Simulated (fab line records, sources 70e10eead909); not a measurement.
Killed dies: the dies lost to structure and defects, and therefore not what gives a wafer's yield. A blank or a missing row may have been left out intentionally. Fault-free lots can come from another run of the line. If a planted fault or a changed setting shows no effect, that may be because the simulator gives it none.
fab line records ; flow nandHarc
[record] lots = 11; wafers = 33; lastDay = 24
route steps=1159 shown A_CONTACT@951 A_BLC@979 A_M0@999 END@1159
lots untouched by any fault: they come from a run of this same line in which no faults occurred
startH: hours from the record's opening day to when the first of the lot's shown wafers began ; waitH: hours from the lot's prior step to this one ; " repeats the value in the row above ; L1.1+2: a row that stands for several wafers ; - value missing, or start not given ; * or withheld: withheld ; < > ~ a bound
route shown NAME@n: NAME is a module with steps in the file, n the number in the route of the first one ; usual: mean/standard deviation taken from wafers without a fault ; same: alike in all rows ; chamber/n: place in a boat ; sites: per-site readings ; _std_site: standard deviation across them ; _edge_site: inner sites' mean taken away from outer sites' mean ; radiusMm: how far each site lies from the wafer's centre ; mask NAME#n: copy n ; behind: the tool/chamber that last shaped the wafer ; hold: reason for holding the lot/hours on hold/outcome of the hold ; device: whichever transistor did not switch (one of n, p or np) ; end of line: the same wafers' tests at the end of the route ; where a step has no rows: the recipe by itself ; killed: count of dies lost to structure and defects at first sort (not the wafer's yield) ; map: shows each die of a wafer: x if killed, . if not, _ if none is there
set.NAME: the run value of the setting; set.NAME@STEP: its run value at that earlier step ; model.NAME: the simulator's own value behind a step, which no gauge read
the route's steps for a sample of lots (tables are steps, rows are wafers)
services: from which hour (startH, from the record's first day; less than 0 if before it) a tool's chamber was out of use, for how many hours, and why
[[steps]]
[step NHARC_A_CONTACT_CD_MEAS_15]
[usual] cdNm = 90.0/0.56
lot.wafer;tool;chamber;startH;waitH;cdNm
L781.1;cdSem-01;-;378.35;-;89.3
L781.2;cdSem-01;-;378.35;-;89.9
L781.3;cdSem-01;-;378.35;-;89.5
L782.1;cdSem-03;-;387.83;-;89.5
L782.3;cdSem-03;-;387.83;-;89.1
L782.4;cdSem-03;-;387.83;-;89.5
L783.3;cdSem-03;-;393.14;-;89.7
L783.5;cdSem-03;-;393.14;-;89.4
L783.6;cdSem-03;-;393.14;-;89.5
L787.2;cdSem-03;-;414.40;-;89.9
L787.3;cdSem-03;-;414.40;-;90.3
L787.4;cdSem-03;-;414.40;-;90.0
L788.1;cdSem-02;-;420.27;-;89.9
L788.2;cdSem-02;-;420.27;-;90.5
L788.4;cdSem-02;-;420.27;-;90.1
L790.1;cdSem-03;-;445.89;-;89.7
L790.2;cdSem-03;-;445.89;-;89.9
L790.4;cdSem-03;-;445.89;-;89.9
L794.1;cdSem-01;-;454.00;-;90.1
L794.2;cdSem-01;-;454.00;-;90.1
L794.4;cdSem-01;-;454.00;-;90.6
L791.2;cdSem-03;-;457.52;-;90.1
L791.4;cdSem-03;-;457.52;-;89.6
L791.5;cdSem-03;-;457.52;-;89.8
L793.3;cdSem-03;-;458.94;-;90.3
L793.4;cdSem-03;-;458.94;-;90.7
L793.6;cdSem-03;-;458.94;-;89.7
L798.3;cdSem-03;-;515.27;-;89.4
L798.4;cdSem-03;-;515.27;-;89.9
L798.5;cdSem-03;-;515.27;-;89.7
L804.1;cdSem-02;-;520.92;-;89.4
L804.3;cdSem-02;-;520.92;-;89.4
L804.4;cdSem-02;-;520.92;-;89.5
[step NHARC_A_CONTACT_ETCH_110]
[recipe] targetDepthA = 500; overetchA = 50; timeS = 27.5; ionEnergyEv = 100; cf4FlowSccm = 80; o2FlowSccm = 20; arFlowSccm = 0; rfW = 300; biasW = 100; chemistry = CF4/O2
[usual] cf4FlowSccm = 80.01/0.24; chamberPressureMTorr = 29.998/0.026; drypumpMotorCurrentA = 6.0/0.38; oesProductAu = 1.004/0.007; rfVppV = 198.3/1.3; showerheadPlenumPTorr = 1.36/0.05; throttleValvePct = 13.396/0.0087
lot.wafer;tool;chamber;startH;waitH;cf4FlowSccm;chamberPressureMTorr;drypumpMotorCurrentA;oesProductAu;rfHoursCounterH;rfVppV;showerheadPlenumPTorr;throttleValvePct
L781.2;rieDiel-11;1;378.64;0.1;80.16;29.981;6.1;1.019;2;198.5;1.38;13.401
L781.3;rieDiel-11;2;378.64;0.1;79.96;30.013;5.8;1.005;1;196.6;1.32;13.401
L781.1;rieDiel-11;3;378.64;0.1;79.67;30.032;6.5;1.022;1;195.0;1.24;13.391
L782.3;rieDiel-05;3;388.25;0.1;80.32;29.998;5.9;1.007;10;199.1;1.41;13.399
L782.1;rieDiel-05;0;388.25;0.1;79.91;29.976;6.3;0.998;10;200.3;1.39;13.390
L782.4;rieDiel-05;1;388.25;0.1;80.42;30.004;5.3;1.003;9;199.2;1.40;13.389
L783.3;rieDiel-11;1;393.57;0.1;79.70;29.959;6.2;1.003;7;196.8;1.38;13.396
L783.6;rieDiel-11;3;393.57;0.1;80.15;29.991;6.5;1.005;-;195.9;1.24;13.405
L783.5;rieDiel-11;0;393.57;0.1;80.11;29.993;6.0;0.993;-;197.3;1.36;13.404
L787.3;rieDiel-05;2;414.69;0.1;79.87;30.005;6.2;0.996;13;197.6;1.37;13.394
L787.2;rieDiel-05;3;414.69;0.1;79.58;30.035;5.9;1.008;14;199.2;1.40;13.397
L787.4;rieDiel-05;0;414.69;0.1;79.69;29.972;6.3;0.999;14;198.0;1.39;13.387
L788.1;rieDiel-11;0;420.57;0.1;80.21;30.003;6.0;1.005;11;198.5;1.36;13.409
L788.2;rieDiel-11;1;420.57;0.1;79.94;30.043;6.1;1.006;13;198.0;1.38;13.378
L788.4;rieDiel-11;3;420.57;0.1;80.01;30.032;6.5;1.013;12;196.3;1.24;13.401
L790.4;rieDiel-05;2;446.25;0.1;80.47;29.971;6.2;0.995;19;196.3;1.37;13.400
L790.2;rieDiel-05;3;446.25;0.1;79.96;29.990;5.9;1.010;17;199.2;1.40;13.384
L790.1;rieDiel-05;1;446.25;0.1;79.62;30.038;5.3;1.010;18;198.5;1.40;13.411
L794.2;rieDiel-08;2;454.42;0.1;79.63;29.975;5.3;1.001;57;199.3;1.42;13.396
L794.4;rieDiel-08;3;454.42;0.1;79.80;30.017;5.5;1.011;56;195.9;1.28;13.401
L794.1;rieDiel-08;0;454.42;0.1;80.15;30.004;6.2;1.006;58;198.9;1.37;13.409
L791.2;rieDiel-05;2;457.81;0.1;80.45;30.028;6.2;1.008;22;199.4;1.37;13.386
L791.4;rieDiel-05;3;457.81;0.1;80.02;29.949;5.9;0.998;20;198.6;1.40;13.401
L791.5;rieDiel-05;1;457.81;0.1;80.26;30.018;5.3;0.998;-;200.3;1.40;13.402
L793.4;rieDiel-11;2;459.24;0.1;80.50;30.009;5.8;0.990;30;198.7;1.32;13.382
L793.3;rieDiel-11;3;459.24;0.1;80.01;29.994;6.5;0.999;27;196.3;1.24;13.402
L793.6;rieDiel-11;1;459.24;0.1;79.69;30.028;6.1;1.008;-;200.2;1.37;13.402
L798.3;rieDiel-05;3;515.56;0.1;79.99;30.013;5.9;1.005;26;197.8;1.40;13.396
L798.4;rieDiel-05;0;515.56;0.1;79.60;29.987;6.3;0.999;34;199.3;1.38;13.398
L798.5;rieDiel-05;2;515.56;0.1;80.21;30.028;6.2;1.003;-;198.7;1.37;13.385
L804.3;rieDiel-08;0;521.21;0.1;80.29;29.992;6.2;1.000;16;197.8;1.37;13.402
L804.1;rieDiel-08;1;521.21;0.1;80.20;29.952;5.6;1.002;15;201.3;1.44;13.398
L804.4;rieDiel-08;3;521.21;0.1;79.57;29.982;5.5;1.003;15;199.0;1.27;13.401
[step NHARC_A_BLC_ETCH_17]
[recipe] targetDepthA = 3900; overEtchFrac = 0.25; timeS = 609.38; ionEnergyEv = 200; n2FlowSccm = 150; h2FlowSccm = 150; arFlowSccm = 0; rfW = 400; biasW = 150; chemistry = N2/H2
[usual] chamberPressureMTorr = 29.999/0.029; drypumpMotorCurrentA = 5.6/0.42; h2FlowSccm = 150.0/0.44; oesProductAu = 0.999/0.0067; rfVppV = 430.4/2.3; showerheadPlenumPTorr = 2.03/0.078; throttleValvePct = 14.171/0.0099
lot.wafer;tool;chamber;startH;waitH;chamberPressureMTorr;drypumpMotorCurrentA;h2FlowSccm;oesProductAu;rfHoursCounterH;rfVppV;showerheadPlenumPTorr;throttleValvePct
L781.1;rieDiel-13;0;-;-;30.003;5.5;149.6;0.999;10;430.7;2.08;14.163
L781.3;rieDiel-13;1;-;-;30.010;5.8;149.4;0.996;11;433.4;2.07;14.192
L781.2;rieDiel-13;3;-;-;30.023;6.0;149.2;0.988;10;431.7;2.09;14.174
L782.4;rieDiel-13;3;-;-;29.951;6.0;149.0;0.998;11;432.1;2.09;14.174
L782.1;rieDiel-13;1;-;-;30.006;5.9;150.0;1.006;13;430.5;2.07;14.167
L782.3;rieDiel-13;2;-;-;29.999;5.3;150.3;1.000;13;427.3;1.94;14.162
L783.3;rieDiel-04;0;-;-;30.030;5.3;150.3;0.999;10;429.4;2.04;14.174
L783.6;rieDiel-04;1;-;-;29.978;5.0;150.0;0.995;-;430.7;2.05;14.146
L783.5;rieDiel-04;2;-;-;30.068;6.0;150.0;0.989;-;432.3;2.11;14.183
L787.2;rieDiel-04;1;-;-;29.976;5.0;149.5;0.999;13;430.4;2.05;14.174
L787.3;rieDiel-04;2;-;-;29.983;6.1;150.4;0.988;12;433.0;2.11;14.164
L787.4;rieDiel-04;0;-;-;29.925;5.3;149.6;0.995;12;429.4;2.04;14.183
L788.4;rieDiel-04;2;-;-;29.983;6.1;149.5;0.995;13;432.9;2.11;14.164
L788.1;rieDiel-04;3;-;-;29.985;6.0;149.6;0.998;13;425.8;1.88;14.177
L788.2;rieDiel-04;1;-;-;30.056;5.0;150.4;1.004;14;431.6;2.05;14.161
L790.2;rieDiel-09;1;-;-;30.035;4.8;150.3;1.005;6;431.0;1.99;14.163
L790.4;rieDiel-09;2;-;-;29.946;4.9;150.3;1.003;7;428.9;2.00;14.172
L790.1;rieDiel-09;3;-;-;29.959;5.5;149.8;0.999;7;435.0;2.19;14.165
L794.1;rieDiel-04;0;-;-;30.006;5.3;150.1;1.007;16;429.9;2.04;14.174
L794.2;rieDiel-04;1;-;-;29.992;5.0;149.2;0.993;17;431.6;2.05;14.171
L794.4;rieDiel-04;0;-;-;29.997;5.3;150.5;1.006;-;430.9;2.04;14.166
L791.4;rieDiel-04;1;-;-;30.003;5.0;150.2;0.999;18;431.1;2.05;14.168
L791.2;rieDiel-04;3;-;-;30.015;6.0;150.5;0.993;18;427.1;1.88;14.163
L791.5;rieDiel-04;2;-;-;30.045;6.0;149.6;0.989;-;433.1;2.11;14.164
L793.3;rieDiel-13;0;-;-;29.964;5.4;149.5;0.989;0;433.0;2.08;14.173
L793.4;rieDiel-13;1;-;-;30.029;5.9;150.7;0.989;0;432.6;2.07;14.164
L793.6;rieDiel-13;0;-;-;29.989;5.5;149.2;0.991;-;431.4;2.08;14.173
L798.3;rieDiel-04;1;-;-;29.991;5.0;150.0;1.013;7;430.9;2.05;14.154
L798.5;rieDiel-04;3;-;-;29.995;6.0;150.1;0.997;-;425.7;1.88;14.173
L798.4;rieDiel-04;1;-;-;30.021;5.0;149.3;0.990;-;431.1;2.05;14.163
L804.3;rieDiel-04;3;-;-;30.002;6.0;150.1;1.002;7;425.8;1.88;14.168
L804.1;rieDiel-04;1;-;-;30.000;5.0;149.4;1.006;7;431.5;2.05;14.170
L804.4;rieDiel-04;2;-;-;30.002;6.0;149.6;1.002;-;431.7;2.11;14.182
[step NHARC_A_M0_SOFTBAKE_04]
[recipe] tempC = 105; timeS = 55
[usual] heaterPowerTotalW = 188.45/0.13; resistLineTempC = 23.00/0.11
lot.wafer;tool;chamber;startH;waitH;heaterPowerTotalW;resistLineTempC
L781.1;lithoTrack-06;0;384;-;188.31;22.89
L781.2;lithoTrack-06;0;384;-;188.44;22.82
L781.3;lithoTrack-06;0;384;-;188.73;22.80
L782.1;lithoTrack-01;0;404;-;188.38;23.06
L782.3;lithoTrack-01;0;404;-;188.39;23.13
L782.4;lithoTrack-01;0;404;-;188.27;22.89
L783.3;lithoTrack-01;0;406;-;188.34;23.01
L783.5;lithoTrack-01;0;406;-;188.48;23.05
L783.6;lithoTrack-01;0;406;-;188.41;23.04
L787.2;lithoTrack-06;0;422;-;188.42;22.80
L787.3;lithoTrack-06;0;422;-;188.27;22.87
L787.4;lithoTrack-06;0;422;-;188.46;22.74
L788.1;lithoTrack-04;0;430;-;188.57;23.18
L788.2;lithoTrack-04;0;430;-;188.33;23.09
L788.4;lithoTrack-04;0;430;-;188.42;23.11
L790.1;lithoTrack-04;0;454;-;188.32;23.18
L790.2;lithoTrack-04;0;454;-;188.69;23.05
L790.4;lithoTrack-04;0;454;-;188.44;23.04
L794.1;lithoTrack-04;0;461;-;188.44;22.91
L794.2;lithoTrack-04;0;461;-;188.48;22.92
L794.4;lithoTrack-04;0;461;-;188.32;23.05
L793.3;lithoTrack-01;0;470;-;188.39;23.05
L793.4;lithoTrack-01;0;470;-;188.73;23.10
L793.6;lithoTrack-01;0;470;-;188.30;22.89
L791.2;lithoTrack-04;0;470;-;188.31;23.09
L791.4;lithoTrack-04;0;470;-;188.49;22.93
L791.5;lithoTrack-04;0;470;-;188.44;22.94
L798.3;lithoTrack-04;0;528;-;195.49;22.86
L798.4;lithoTrack-04;0;528;-;188.34;22.97
L798.5;lithoTrack-04;0;528;-;195.68;22.91
L804.1;lithoTrack-04;0;530;-;188.63;23.07
L804.3;lithoTrack-04;0;530;-;195.54;23.00
L804.4;lithoTrack-04;0;530;-;188.45;22.91
[step NHARC_END_SORT_01]
[recipe] tempC = 25
[usual] defectLimitedYield = 95.4/1.4; killedAtArray = 27/10; killedAtOther = 0.6/1; killedAtPeriphery = 3.4/2.7; killedDies = 31/9.7; killedOpen = 3.4/1.7; killedShort = 2.2/1.5; sort_bin_2_pct = 1.4/0.57; sort_bin_3_pct = 0.25/0.23; sort_bin_4_pct = 3.0/0.94; sortNPass = 646/9.7; sortRimYieldPct = 95.3/3; sortYieldPct = 95.4/1.4
[same] grossDies = 677; sort_bin_5_pct[%] = 0; sort_bin_6_pct[%] = 0; sort_bin_7_pct[%] = 0; sort_bin_8_pct[%] = 0; sortRimNGross = 106.00
lot.wafer;tool;chamber;startH;waitH;defectLimitedYield[%];killedAtArray;killedAtOther;killedAtPeriphery;killedDies;killedOpen;killedShort;sort_bin_2_pct[%];sort_bin_3_pct[%];sort_bin_4_pct[%];sortNPass;sortRimYieldPct[%];sortYieldPct[%]
L793.3;prober-02;0;513.36;3.1;96.2;26;0;0;26;1;2;1.0;0.30;2.5;651;96.2;96.2
L793.4;prober-02;0;514.15;3.4;94.4;37;0;1;38;2;4;1.5;0.30;3.8;639;92.5;94.4
L793.6;prober-02;0;515.73;4.0;95.9;27;1;0;28;2;3;1.9;0.30;1.9;649;96.2;95.9
// killed by level:class
L793.3 A_CHANNEL_HOLE_D1:chamberFilmFlake=8 A_CONTACT:chamberFilmFlake=7 A_BLC:chamberFilmFlake=6 A_SGD_CUT:geometricParticle:short=1 A_WL_FILL:geometricParticle:short=1 A_WL_FILL:geometricParticle:open=1 A_ZERO_WELL:chamberFilmFlake=1 A_CHANNEL_FILL_D1:chamberFilmFlake=1
L793.4 A_CHANNEL_HOLE_D1:chamberFilmFlake=16 A_BLC:chamberFilmFlake=7 A_CONTACT:chamberFilmFlake=4 A_STAIRCASE:chamberFilmFlake=2 A_WL_FILL:chamberFilmFlake=2 A_SOURCE_PLATE:geometricParticle:short=1 A_ONON_D1:geometricParticle:open=1 A_CHANNEL_HOLE_D1:geometricParticle:short=1
L793.6 A_CHANNEL_HOLE_D1:chamberFilmFlake=16 A_CONTACT:chamberFilmFlake=4 A_SGD_CUT:geometricParticle:open=1 A_BLC:geometricParticle:short=1 A_BLC:geometricParticle:open=1 A_M1:geometricParticle:short=1 STARTING-WAFER:geometricParticle:short=1 A_ZERO_WELL:chamberFilmFlake=1
[[services]]
tool;chamber;startH;hours;kind
rieDiel-11;-;366.51;9.0;pm
rieDiel-04;0;371.67;-;clean
rieDiel-04;1;371.67;-;clean
rieDiel-04;2;371.67;-;clean
rieDiel-04;3;371.67;-;clean
rieDiel-13;3;384.56;8.6;repair
rieDiel-04;0;396.17;-;clean
rieDiel-04;1;396.17;-;clean
rieDiel-08;2;418.57;3.9;repair
rieDiel-09;-;431.10;9.0;pm
rieDiel-05;3;433.93;4.6;repair
rieDiel-08;2;440.89;3.3;repair
lithoTrack-01;-;443.00;7.0;pm
rieDiel-13;-;453.00;9.0;pm
rieDiel-04;2;456.85;3.1;repair
rieDiel-04;-;466.09;9.0;pm
lithoTrack-06;-;467.00;7.0;pm
rieDiel-08;-;479.31;9.0;pm
rieDiel-09;1;483.42;2.3;repair
rieDiel-04;2;490.01;6.0;repair
lithoTrack-04;-;491.00;7.0;pm
rieDiel-04;0;495.67;81.4;repair
rieDiel-05;3;497.47;16.2;repair
rieDiel-05;-;517.74;9.0;pm
[[key]]
[firstSign] step = NHARC_A_M0_SOFTBAKE_04; reading = heaterPowerTotalW; direction = up; sigmas = 54; usual = *; struck = *
effect none on later readings
metAt NHARC_A_M0_SOFTBAKE_04
struckLots L798,L804
struckWafers L798.3,L798.5,L804.3
notActingAt NHARC_A_CONTACT_CD_MEAS_15,NHARC_A_CONTACT_ETCH_110,NHARC_A_BLC_ETCH_17
onsetBetween 470 528
[fault] kind = processParameterDrift; tool = lithoTrack-04; chamber = -; onsetH = 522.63; steps = NHARC_A_M0_SOFTBAKE_04; channel = timeS; offset = *; shape = step; endH = 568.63; scope = struckWafersOnly; actsIn = *; stated = *
